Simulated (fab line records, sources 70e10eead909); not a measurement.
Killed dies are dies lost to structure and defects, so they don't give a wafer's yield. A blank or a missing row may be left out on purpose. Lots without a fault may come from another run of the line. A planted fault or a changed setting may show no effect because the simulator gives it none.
A struck lot beside a sound one | flow nand_harc | 13 steps out of a route of 1302
Sound: wafers L375.2, L375.5, L375.6. Struck: wafers L388.1, L388.2, L388.3. The cause comes at the end.
At each step with rows: each side's tool, then ch and its chambers, then its first start. Under that, the readings that differ: sound wafers | struck wafers | difference of the means | sigmas: that difference in standard deviations of wafers without a fault.
alike: readings whose means differ by less than 2 such deviations, and words and numbers that are the same on both sides. not compared: withheld readings, readings that some wafer has no value for, bounds like >300 that may hide the same value, and numbers for which the record gives no deviation and whose values overlap.
The two part at a step that has a row with sigmas, a row that says differs or no value, or rows on one side only. Numbers that don't overlap but have no deviation are shown without sigmas and don't part them. A reading that every wafer of one side lacks parts them only if that side has two wafers or more.

NHARC_P_STI_ETCH_42: etches the open film in N2/H2, target depth 80 nm, overetch 24 nm, time 61 s.
  sound on rie_diel-08 ch 0,1,2, day 3 14:57; struck on rie_diel-03 ch 1,2,3, day 9 02:29
  alike: chamber_pressure_mTorr, drypump_motor_current_A, oes_product_au, rf_vpp_V, showerhead_plenum_p_Torr, throttle_valve_pct
  not compared: rf_hours_counter_h
NHARC_P_STI_ETCH_31: etches the open film in CF4/CHF3, target depth 108.9 nm, time 54.5 s.
  sound on rie_diel-08 ch 2,3; struck on rie_diel-03 ch 1,2,3
  reading                | sound                | struck               | difference | sigmas
  throttle_valve_pct (%) | 16.812 16.819 16.819 | 16.793 16.791 16.792 | -0.025     | -3
  alike: chamber_pressure_mTorr, drypump_motor_current_A, oes_product_au, rf_vpp_V, showerhead_plenum_p_Torr
  not compared: rf_hours_counter_h
NHARC_P_STI_ETCH_15: etches the open film in HBr/Cl2, target depth 300 nm, time 100.1 s.
  sound on rie_si-05 ch 0,1,2, day 3 15:10; struck on rie_si-02 ch 0,1,3, day 9 02:41
  alike: chamber_pressure_mTorr, drypump_motor_current_A, oes_product_au, throttle_valve_pct
  not compared: rf_hours_counter_h
NHARC_P_STI_CD_MEAS_16:
  sound on cd_sem-02, day 3 15:18; struck on cd_sem-03, day 9 02:50
  alike: cd_nm
NHARC_P_STI_OCD_MEAS_17:
  sound on ocd-02, day 3 15:23; struck on ocd-02, day 9 02:56
  alike: trench_depth_nm, trench_foot_cd_nm
then, 3 steps without rows for these wafers: NHARC_P_STI_STRIP_19 (strips in SPM, time 900 s); NHARC_P_STI_PRECLEAN_32 (cleans in SC1); NHARC_P_STI_SRD_23.
NHARC_P_STI_OCD_MEAS_43:
  sound on ocd-01, day 3 15:53; struck on ocd-01, day 9 03:26
  alike: trench_depth_nm, trench_foot_cd_nm
then, 3 steps without rows for these wafers: NHARC_P_STI_OXIDE_33 (material SiO2, target thk 10 nm, ox time 281 s); NHARC_P_STI_HDPCVD_20 (deposits SiO2); NHARC_P_STI_ANNEAL_34 (time 1800 s).
NHARC_P_STI_CMP_21: polishes, t overpolish 20 s, target thk 380.67 nm.
  sound on cmp-03 ch 2,3, day 4 10:10; struck on cmp-04 ch 1,2,3, day 9 22:34
  reading              | sound                | struck               | difference | sigmas
  overpolish_run_s (s) | 20.002 20.003 19.986 | 68.680 68.652 68.682 | +48.674    | +99 or more
  t_overpolish_s (s)   | 20 20 20             | 68.671 68.671 68.671 | +48.671    |
  alike: motor_current_A, retaining_ring_pressure_frac
  not compared: pad_life_wafers

WHERE THEY PART
First at NHARC_P_STI_ETCH_31; last, within this record, at NHARC_P_STI_CMP_21.

WHY: what the simulator had put in
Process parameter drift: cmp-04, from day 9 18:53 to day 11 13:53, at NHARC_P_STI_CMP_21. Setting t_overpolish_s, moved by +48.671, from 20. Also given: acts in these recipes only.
